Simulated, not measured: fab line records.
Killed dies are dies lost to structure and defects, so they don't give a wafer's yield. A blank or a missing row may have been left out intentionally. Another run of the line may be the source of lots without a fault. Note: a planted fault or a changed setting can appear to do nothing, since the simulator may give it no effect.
Matching of chambers -- flow n5Finfet -- 3 sister chambers for N5_BEOL_M2_PRE_CLEAN_60 on cvdCo-02
The step time 15 s. 27 wafers are shown with their chamber, then 12 later ones without.

== EACH WAFER AND ITS CHAMBER ==
wafer,chamber,heaterPowerW (W)
L074.2,0,71
L074.3,2,81
L074.4,1,86
L076.2,1,84
L076.5,2,82
L076.6,0,75
L078.1,0,75
L078.3,1,90
L078.6,2,81
L079.3,0,75
L079.5,0,74
L079.6,1,88
L083.4,0,76
L083.5,1,89
L083.6,2,82
L085.2,2,82
L085.3,1,88
L085.6,0,77
L086.1,1,87
L086.2,0,75
L086.4,2,82
L087.2,2,81
L087.3,0,77
L087.6,2,80
L090.1,1,86
L090.4,0,77
L090.6,1,86

SIGNATURES (averages over the wafers above)
reading,chamber 0,chamber 1,chamber 2,scatter within a chamber
heaterPowerW,75.20,87.11,81.38,1.59
Rule: distance of a wafer from a chamber = root of the sum over the readings of ((wafer's reading minus chamber's mean) / reading's scatter) squared. The wafer belongs to the nearest chamber; if the next one is less than 2 further off, it can't be placed. The scatter is the square root of a quotient: the sum, over the shown wafers, of each reading's squared deviation from its chamber's mean, divided by wafers minus chambers.

== WAFERS MISSING THEIR CHAMBER ==
wafer,heaterPowerW (W)
L091.1,75
L091.3,83
L091.4,81
L092.2,89
L092.4,88
L092.6,76
L095.1,83
L095.2,74
L095.4,77
L097.2,82
L097.3,76
L097.6,88

== WHICH CHAMBER EACH WENT THROUGH ==
wafer,from the rows above,in truth
L091.1,0,0
L091.3,can't be placed: 2 or 1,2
L091.4,2,2
L092.2,1,1
L092.4,1,1
L092.6,0,0
L095.1,can't be placed: 2 or 1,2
L095.2,0,0
L095.4,can't be placed: 0 or 2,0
L097.2,2,2
L097.3,0,0
L097.6,1,1
Correct placement for 9 of the 12. Cannot be placed on the basis of these rows: 3; the candidates contain the true chamber in 3. 0 placed wrongly.
